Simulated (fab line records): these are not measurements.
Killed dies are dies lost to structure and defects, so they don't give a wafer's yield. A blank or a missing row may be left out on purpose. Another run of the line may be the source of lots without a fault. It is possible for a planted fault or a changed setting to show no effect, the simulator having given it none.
What tool caused it? || flow nand harc || 72 wafers from 24 lots sampled at 4 of the route's 1302 steps

WHAT EACH GAUGE READ, for each wafer
NHARC_P_GATE_CD_MEAS_91: the cd target is 2000 nm. Usual: 1999.4 nm for cd nm, sd 2.2.
{"lot": "L074", "measured": "day 5 22:43", "on": "cd sem-01", "cd nm (nm)": "2001.0 1996.8 1997.4", "flag": ""}
{"lot": "L075", "measured": "day 6 06:28", "on": "cd sem-01", "cd nm (nm)": "2001.0 2000.3 1996.4", "flag": ""}
{"lot": "L076", "measured": "day 6 12:01", "on": "cd sem-03", "cd nm (nm)": "1997.8 2000.2 1999.9", "flag": ""}
{"lot": "L077", "measured": "day 7 06:11", "on": "cd sem-01", "cd nm (nm)": "1997.9 1998.7 1998.0", "flag": ""}
{"lot": "L078", "measured": "day 7 08:16", "on": "cd sem-02", "cd nm (nm)": "1998.0 2001.1 2000.1", "flag": ""}
{"lot": "L079", "measured": "day 7 21:06", "on": "cd sem-02", "cd nm (nm)": "1998.3 2000.0 2000.8", "flag": ""}
{"lot": "L081", "measured": "day 8 13:12", "on": "cd sem-02", "cd nm (nm)": "1997.1 2002.1 1995.6", "flag": ""}
{"lot": "L080", "measured": "day 8 14:37", "on": "cd sem-02", "cd nm (nm)": "1994.7 2000.7 1998.1", "flag": ""}
{"lot": "L082", "measured": "day 9 01:56", "on": "cd sem-01", "cd nm (nm)": "2001.7 2002.5 2000.0", "flag": ""}
{"lot": "L083", "measured": "day 9 18:05", "on": "cd sem-01", "cd nm (nm)": "2002.4 2003.2 2000.2", "flag": ""}
{"lot": "L084", "measured": "day 10 02:30", "on": "cd sem-02", "cd nm (nm)": "2000.0 2000.9 2001.8", "flag": ""}
{"lot": "L085", "measured": "day 10 11:10", "on": "cd sem-03", "cd nm (nm)": "2000.6 2000.5 2000.5", "flag": ""}
{"lot": "L087", "measured": "day 10 22:11", "on": "cd sem-02", "cd nm (nm)": "1996.4 1999.7 1998.6", "flag": ""}
{"lot": "L086", "measured": "day 10 22:35", "on": "cd sem-01", "cd nm (nm)": "1999.5 1995.6 2000.8", "flag": ""}
{"lot": "L088", "measured": "day 11 18:47", "on": "cd sem-02", "cd nm (nm)": "1996.5 2000.5 1998.5", "flag": ""}
{"lot": "L089", "measured": "day 11 19:34", "on": "cd sem-02", "cd nm (nm)": "2001.4 2000.2 1998.2", "flag": ""}
{"lot": "L090", "measured": "day 12 10:26", "on": "cd sem-03", "cd nm (nm)": "2004.0 2003.8 2000.0", "flag": ""}
{"lot": "L091", "measured": "day 12 20:27", "on": "cd sem-01", "cd nm (nm)": "2000.4 2001.5 1997.8", "flag": ""}
{"lot": "L092", "measured": "day 13 01:54", "on": "cd sem-02", "cd nm (nm)": "1996.2 1997.5 1997.9", "flag": ""}
{"lot": "L093", "measured": "day 13 13:22", "on": "cd sem-01", "cd nm (nm)": "2000.2 2004.8 2000.0", "flag": ""}
{"lot": "L094", "measured": "day 13 20:23", "on": "cd sem-01", "cd nm (nm)": "1998.1 1997.4 1998.5", "flag": ""}
{"lot": "L095", "measured": "day 14 12:36", "on": "cd sem-03", "cd nm (nm)": "2002.1 2000.5 2001.1", "flag": ""}
{"lot": "L096", "measured": "day 14 20:50", "on": "cd sem-01", "cd nm (nm)": "1998.9 1997.1 1998.3", "flag": ""}
{"lot": "L097", "measured": "day 15 03:13", "on": "cd sem-03", "cd nm (nm)": "1999.6 1995.3 1999.0", "flag": ""}

NHARC_P_M0_INSPECT_27. Usual: 290 for raw defect count, sd 120.
{"lot": "L074", "measured": "day 6 10:17", "on": "defect inspect-01", "raw defect count": "395 906 329", "flag": ""}
{"lot": "L075", "measured": "day 6 18:00", "on": "defect inspect-02", "raw defect count": "345 437 239", "flag": ""}
{"lot": "L076", "measured": "day 6 23:34", "on": "defect inspect-02", "raw defect count": "386 283 190", "flag": ""}
{"lot": "L077", "measured": "day 7 17:59", "on": "defect inspect-01", "raw defect count": "216 125 305", "flag": ""}
{"lot": "L078", "measured": "day 7 19:55", "on": "defect inspect-02", "raw defect count": "174 249 342", "flag": ""}
{"lot": "L079", "measured": "day 8 08:50", "on": "defect inspect-01", "raw defect count": "261 193 192", "flag": ""}
{"lot": "L081", "measured": "day 9 00:37", "on": "defect inspect-01", "raw defect count": "204 343 111", "flag": ""}
{"lot": "L080", "measured": "day 9 02:03", "on": "defect inspect-02", "raw defect count": "211 250 256", "flag": ""}
{"lot": "L082", "measured": "day 9 13:33", "on": "defect inspect-02", "raw defect count": "440 401 306", "flag": ""}
{"lot": "L083", "measured": "day 10 06:09", "on": "defect inspect-01", "raw defect count": "191 229 251", "flag": ""}
{"lot": "L084", "measured": "day 10 14:34", "on": "defect inspect-02", "raw defect count": "148 360 149", "flag": ""}
{"lot": "L085", "measured": "day 11 03:09", "on": "defect inspect-01", "raw defect count": "207 253 167", "flag": ""}
{"lot": "L087", "measured": "day 11 11:33", "on": "defect inspect-01", "raw defect count": "316 457 369", "flag": ""}
{"lot": "L086", "measured": "day 11 12:37", "on": "defect inspect-02", "raw defect count": "243 262 273", "flag": ""}
{"lot": "L088", "measured": "day 12 06:29", "on": "defect inspect-02", "raw defect count": "314 241 262", "flag": ""}
{"lot": "L089", "measured": "day 12 07:43", "on": "defect inspect-02", "raw defect count": "195 229 166", "flag": ""}
{"lot": "L090", "measured": "day 12 21:54", "on": "defect inspect-02", "raw defect count": "192 154 143", "flag": ""}
{"lot": "L091", "measured": "day 13 08:14", "on": "defect inspect-02", "raw defect count": "796 358 436", "flag": ""}
{"lot": "L092", "measured": "day 13 13:21", "on": "defect inspect-02", "raw defect count": "476 704 468", "flag": ""}
{"lot": "L093", "measured": "day 14 01:02", "on": "defect inspect-02", "raw defect count": "130 152 160", "flag": ""}
{"lot": "L094", "measured": "day 14 08:41", "on": "defect inspect-01", "raw defect count": "277 210 158", "flag": ""}
{"lot": "L095", "measured": "day 15 00:12", "on": "defect inspect-02", "raw defect count": "202 333 300", "flag": ""}
{"lot": "L096", "measured": "day 15 08:49", "on": "defect inspect-01", "raw defect count": "453 258 234", "flag": ""}
{"lot": "L097", "measured": "day 15 15:05", "on": "defect inspect-01", "raw defect count": "340 464 390", "flag": ""}

NHARC_P_M1_CD_MEAS_16. Usual: 129.7 nm for cd nm, sd 0.9.
{"lot": "L074", "measured": "day 6 12:37", "on": "cd sem-03", "cd nm (nm)": "130.8 129.2 131.6", "flag": ""}
{"lot": "L075", "measured": "day 6 19:55", "on": "cd sem-02", "cd nm (nm)": "129.2 129.1 129.7", "flag": ""}
{"lot": "L076", "measured": "day 7 01:20", "on": "cd sem-01", "cd nm (nm)": "129.8 128.1 130.5", "flag": ""}
{"lot": "L077", "measured": "day 7 19:52", "on": "cd sem-01", "cd nm (nm)": "130.3 129.4 130.1", "flag": ""}
{"lot": "L078", "measured": "day 7 21:46", "on": "cd sem-02", "cd nm (nm)": "131.6 129.3 130.0", "flag": ""}
{"lot": "L079", "measured": "day 8 10:43", "on": "cd sem-02", "cd nm (nm)": "127.9 128.7 130.2", "flag": ""}
{"lot": "L081", "measured": "day 9 02:25", "on": "cd sem-01", "cd nm (nm)": "129.3 128.4 129.6", "flag": ""}
{"lot": "L080", "measured": "day 9 03:49", "on": "cd sem-02", "cd nm (nm)": "129.6 129.3 129.5", "flag": ""}
{"lot": "L082", "measured": "day 9 15:39", "on": "cd sem-01", "cd nm (nm)": "129.9 129.2 130.1", "flag": ""}
{"lot": "L083", "measured": "day 10 08:02", "on": "cd sem-01", "cd nm (nm)": "129.3 130.6 130.4", "flag": ""}
{"lot": "L084", "measured": "day 10 16:21", "on": "cd sem-03", "cd nm (nm)": "129.3 129.8 130.2", "flag": ""}
{"lot": "L085", "measured": "day 11 05:10", "on": "cd sem-03", "cd nm (nm)": "130.0 129.6 129.3", "flag": ""}
{"lot": "L087", "measured": "day 11 13:27", "on": "cd sem-03", "cd nm (nm)": "130.0 130.3 128.0", "flag": ""}
{"lot": "L086", "measured": "day 11 14:22", "on": "cd sem-02", "cd nm (nm)": "129.2 129.9 129.4", "flag": ""}
{"lot": "L088", "measured": "day 12 08:32", "on": "cd sem-03", "cd nm (nm)": "129.7 130.6 128.8", "flag": ""}
{"lot": "L089", "measured": "day 12 09:35", "on": "cd sem-02", "cd nm (nm)": "129.7 130.3 130.4", "flag": ""}
{"lot": "L090", "measured": "day 12 23:43", "on": "cd sem-03", "cd nm (nm)": "129.1 130.0 129.3", "flag": ""}
{"lot": "L091", "measured": "day 13 10:08", "on": "cd sem-01", "cd nm (nm)": "130.1 130.8 128.4", "flag": ""}
{"lot": "L092", "measured": "day 13 15:14", "on": "cd sem-03", "cd nm (nm)": "130.2 129.3 130.3", "flag": ""}
{"lot": "L093", "measured": "day 14 03:02", "on": "cd sem-01", "cd nm (nm)": "129.9 129.2 129.2", "flag": ""}
{"lot": "L094", "measured": "day 14 10:44", "on": "cd sem-02", "cd nm (nm)": "128.5 129.7 128.6", "flag": ""}
{"lot": "L095", "measured": "day 15 02:04", "on": "cd sem-01", "cd nm (nm)": "128.5 128.1 130.1", "flag": ""}
{"lot": "L096", "measured": "day 15 10:42", "on": "cd sem-02", "cd nm (nm)": "130.0 129.1 128.2", "flag": ""}
{"lot": "L097", "measured": "day 15 16:58", "on": "cd sem-02", "cd nm (nm)": "129.5 129.7 130.6", "flag": ""}

WHAT TOOL EACH LOT RAN ON (gives the tool, then ch and the chambers of the sampled wafers, and finally the start)
{"lot": "L074", "NHARC_P_M0_ETCH_34": "rie diel-01 ch 0,1,3, day 6 07:55"}
{"lot": "L075", "NHARC_P_M0_ETCH_34": "rie diel-01 ch 0,1,2, day 6 15:37"}
{"lot": "L076", "NHARC_P_M0_ETCH_34": "rie diel-13 ch 0,3, day 6 21:07"}
{"lot": "L077", "NHARC_P_M0_ETCH_34": "rie diel-06 ch 0,3, day 7 15:17"}
{"lot": "L078", "NHARC_P_M0_ETCH_34": "rie diel-06 ch 0,1,2, day 7 17:25"}
{"lot": "L079", "NHARC_P_M0_ETCH_34": "rie diel-01 ch 0,1, day 8 06:16"}
{"lot": "L081", "NHARC_P_M0_ETCH_34": "rie diel-06 ch 0,2, day 8 22:15"}
{"lot": "L080", "NHARC_P_M0_ETCH_34": "rie diel-06 ch 0,1,3, day 8 23:37"}
{"lot": "L082", "NHARC_P_M0_ETCH_34": "rie diel-01 ch 0,3, day 9 11:10"}
{"lot": "L083", "NHARC_P_M0_ETCH_34": "rie diel-06 ch 1,2,3, day 10 03:29"}
{"lot": "L084", "NHARC_P_M0_ETCH_34": "rie diel-01 ch 0,3, day 10 12:08"}
{"lot": "L085", "NHARC_P_M0_ETCH_34": "rie diel-06 ch 0,1,3, day 10 20:35"}
{"lot": "L087", "NHARC_P_M0_ETCH_34": "rie diel-13 ch 0,1, day 11 09:09"}
{"lot": "L086", "NHARC_P_M0_ETCH_34": "rie diel-06 ch 1,2,3, day 11 09:26"}
{"lot": "L088", "NHARC_P_M0_ETCH_34": "rie diel-06 ch 0,3, day 12 04:01"}
{"lot": "L089", "NHARC_P_M0_ETCH_34": "rie diel-06 ch 1,2,3, day 12 04:41"}
{"lot": "L090", "NHARC_P_M0_ETCH_34": "rie diel-13 ch 1,2,3, day 12 19:28"}
{"lot": "L091", "NHARC_P_M0_ETCH_34": "rie diel-01 ch 1,2, day 13 05:40"}
{"lot": "L092", "NHARC_P_M0_ETCH_34": "rie diel-06 ch 0,1, day 13 10:58"}
{"lot": "L093", "NHARC_P_M0_ETCH_34": "rie diel-01 ch 0,1,3, day 13 22:26"}
{"lot": "L094", "NHARC_P_M0_ETCH_34": "rie diel-01 ch 0,3, day 14 06:17"}
{"lot": "L095", "NHARC_P_M0_ETCH_34": "rie diel-13 ch 1,2,3, day 14 21:47"}
{"lot": "L096", "NHARC_P_M0_ETCH_34": "rie diel-01 ch 1,2,3, day 15 06:13"}
{"lot": "L097", "NHARC_P_M0_ETCH_34": "rie diel-06 ch 0,3, day 15 12:29"}
- NHARC_P_M0_ETCH_34: etches the open film in N2/H2, target depth 40 nm, overetch 12 nm, time 43.94 s.

AS READ BY THE TOOLS THEMSELVES (means over the sampled wafers that have a number; for cases with no such wafer, the mark the record gives instead)
NHARC_P_M0_ETCH_34. Usual: drypump motor current A 5.8 A, standard deviation 0.43; h2 flow sccm 149.9 sccm, standard deviation 0.45; oes product au 0.997 a.u., standard deviation 0.013; rf vpp V 430.1 V, standard deviation 2.2; showerhead plenum p Torr 2.03 Torr, standard deviation 0.074; throttle valve pct 14.172 %, standard deviation 0.0089.
{"lot": "L074", "tool": "rie diel-01", "drypump motor current A (A)": 6.0, "h2 flow sccm (sccm)": 149.7, "oes product au (a.u.)": 0.990, "rf vpp V (V)": 430.9, "showerhead plenum p Torr (Torr)": 2.06, "throttle valve pct (%)": 14.179, "flag": ""}
{"lot": "L075", "tool": "rie diel-01", "drypump motor current A (A)": 5.9, "h2 flow sccm (sccm)": 149.7, "oes product au (a.u.)": 0.985, "rf vpp V (V)": 431.8, "showerhead plenum p Torr (Torr)": 2.09, "throttle valve pct (%)": 14.178, "flag": ""}
{"lot": "L076", "tool": "rie diel-13", "drypump motor current A (A)": 5.4, "h2 flow sccm (sccm)": 150.0, "oes product au (a.u.)": 1.002, "rf vpp V (V)": 429.4, "showerhead plenum p Torr (Torr)": 2.01, "throttle valve pct (%)": 14.170, "flag": ""}
{"lot": "L077", "tool": "rie diel-06", "drypump motor current A (A)": 6.0, "h2 flow sccm (sccm)": 149.8, "oes product au (a.u.)": 0.984, "rf vpp V (V)": 429.7, "showerhead plenum p Torr (Torr)": 2.01, "throttle valve pct (%)": 14.176, "flag": ""}
{"lot": "L078", "tool": "rie diel-06", "drypump motor current A (A)": 5.6, "h2 flow sccm (sccm)": 150.3, "oes product au (a.u.)": 1.000, "rf vpp V (V)": 428.7, "showerhead plenum p Torr (Torr)": 1.98, "throttle valve pct (%)": 14.168, "flag": ""}
{"lot": "L079", "tool": "rie diel-01", "drypump motor current A (A)": 5.8, "h2 flow sccm (sccm)": 149.6, "oes product au (a.u.)": 1.006, "rf vpp V (V)": 431.7, "showerhead plenum p Torr (Torr)": 2.11, "throttle valve pct (%)": 14.169, "flag": ""}
{"lot": "L081", "tool": "rie diel-06", "drypump motor current A (A)": 5.9, "h2 flow sccm (sccm)": 149.7, "oes product au (a.u.)": 0.996, "rf vpp V (V)": 428.9, "showerhead plenum p Torr (Torr)": 1.97, "throttle valve pct (%)": 14.171, "flag": ""}
{"lot": "L080", "tool": "rie diel-06", "drypump motor current A (A)": 5.6, "h2 flow sccm (sccm)": 150.1, "oes product au (a.u.)": 0.998, "rf vpp V (V)": 429.2, "showerhead plenum p Torr (Torr)": 2.00, "throttle valve pct (%)": 14.180, "flag": ""}
{"lot": "L082", "tool": "rie diel-01", "drypump motor current A (A)": 6.2, "h2 flow sccm (sccm)": 149.9, "oes product au (a.u.)": 0.989, "rf vpp V (V)": 428.9, "showerhead plenum p Torr (Torr)": 1.98, "throttle valve pct (%)": 14.178, "flag": ""}
{"lot": "L083", "tool": "rie diel-06", "drypump motor current A (A)": 5.5, "h2 flow sccm (sccm)": 149.7, "oes product au (a.u.)": 0.988, "rf vpp V (V)": 429.2, "showerhead plenum p Torr (Torr)": 2.00, "throttle valve pct (%)": 14.177, "flag": ""}
{"lot": "L084", "tool": "rie diel-01", "drypump motor current A (A)": 6.2, "h2 flow sccm (sccm)": 150.1, "oes product au (a.u.)": 0.993, "rf vpp V (V)": 429.7, "showerhead plenum p Torr (Torr)": 1.98, "throttle valve pct (%)": 14.164, "flag": ""}
{"lot": "L085", "tool": "rie diel-06", "drypump motor current A (A)": 5.6, "h2 flow sccm (sccm)": 149.9, "oes product au (a.u.)": 0.992, "rf vpp V (V)": 428.7, "showerhead plenum p Torr (Torr)": 2.00, "throttle valve pct (%)": 14.175, "flag": ""}
{"lot": "L087", "tool": "rie diel-13", "drypump motor current A (A)": 5.8, "h2 flow sccm (sccm)": 150.5, "oes product au (a.u.)": 0.996, "rf vpp V (V)": 432.6, "showerhead plenum p Torr (Torr)": 2.12, "throttle valve pct (%)": 14.170, "flag": ""}
{"lot": "L086", "tool": "rie diel-06", "drypump motor current A (A)": 5.5, "h2 flow sccm (sccm)": 149.6, "oes product au (a.u.)": 0.985, "rf vpp V (V)": 429.0, "showerhead plenum p Torr (Torr)": 2.00, "throttle valve pct (%)": 14.168, "flag": ""}
{"lot": "L088", "tool": "rie diel-06", "drypump motor current A (A)": 6.0, "h2 flow sccm (sccm)": 150.0, "oes product au (a.u.)": 0.984, "rf vpp V (V)": 429.4, "showerhead plenum p Torr (Torr)": 2.00, "throttle valve pct (%)": 14.173, "flag": ""}
{"lot": "L089", "tool": "rie diel-06", "drypump motor current A (A)": 5.5, "h2 flow sccm (sccm)": 149.6, "oes product au (a.u.)": 0.991, "rf vpp V (V)": 429.8, "showerhead plenum p Torr (Torr)": 1.99, "throttle valve pct (%)": 14.170, "flag": ""}
{"lot": "L090", "tool": "rie diel-13", "drypump motor current A (A)": 5.6, "h2 flow sccm (sccm)": 149.9, "oes product au (a.u.)": 1.004, "rf vpp V (V)": 432.4, "showerhead plenum p Torr (Torr)": 2.08, "throttle valve pct (%)": 14.165, "flag": ""}
{"lot": "L091", "tool": "rie diel-01", "drypump motor current A (A)": 5.8, "h2 flow sccm (sccm)": 150.0, "oes product au (a.u.)": 1.013, "rf vpp V (V)": 431.0, "showerhead plenum p Torr (Torr)": 2.05, "throttle valve pct (%)": 14.174, "flag": ""}
{"lot": "L092", "tool": "rie diel-06", "drypump motor current A (A)": 5.3, "h2 flow sccm (sccm)": 149.9, "oes product au (a.u.)": 0.996, "rf vpp V (V)": 428.8, "showerhead plenum p Torr (Torr)": 1.98, "throttle valve pct (%)": 14.170, "flag": ""}
{"lot": "L093", "tool": "rie diel-01", "drypump motor current A (A)": 5.9, "h2 flow sccm (sccm)": 150.2, "oes product au (a.u.)": 1.006, "rf vpp V (V)": 431.0, "showerhead plenum p Torr (Torr)": 2.04, "throttle valve pct (%)": 14.162, "flag": ""}
{"lot": "L094", "tool": "rie diel-01", "drypump motor current A (A)": 6.0, "h2 flow sccm (sccm)": 150.5, "oes product au (a.u.)": 0.999, "rf vpp V (V)": 429.7, "showerhead plenum p Torr (Torr)": 2.03, "throttle valve pct (%)": 14.171, "flag": ""}
{"lot": "L095", "tool": "rie diel-13", "drypump motor current A (A)": 5.6, "h2 flow sccm (sccm)": 149.9, "oes product au (a.u.)": 1.006, "rf vpp V (V)": 431.5, "showerhead plenum p Torr (Torr)": 2.08, "throttle valve pct (%)": 14.171, "flag": ""}
{"lot": "L096", "tool": "rie diel-01", "drypump motor current A (A)": 6.0, "h2 flow sccm (sccm)": 149.8, "oes product au (a.u.)": 1.021, "rf vpp V (V)": 428.7, "showerhead plenum p Torr (Torr)": 2.02, "throttle valve pct (%)": 14.173, "flag": ""}
{"lot": "L097", "tool": "rie diel-06", "drypump motor current A (A)": 6.0, "h2 flow sccm (sccm)": 150.1, "oes product au (a.u.)": 0.988, "rf vpp V (V)": 429.1, "showerhead plenum p Torr (Torr)": 2.00, "throttle valve pct (%)": 14.175, "flag": ""}

THE ANSWER, worked out from the rows above alone
Rule: take the mean of a lot's wafers that have a number; if it is more than 3 standard deviations from the usual mean, the lot is off. A lot without any number at a reading at which 4 lots or more have one is off too. Where the step has rows for the other lots, those lots are counted as sound. After the gauges, taken in route order, come the tools' own readings; for these a lot's mean is taken, as printed above. At the first step where some lot is off, the reading lying furthest off is the one used; lots without a number count as furthest.
Nothing can be told from this: no lot is off at any reading shown.

WHAT WAS PUT IN BY THE SIMULATOR
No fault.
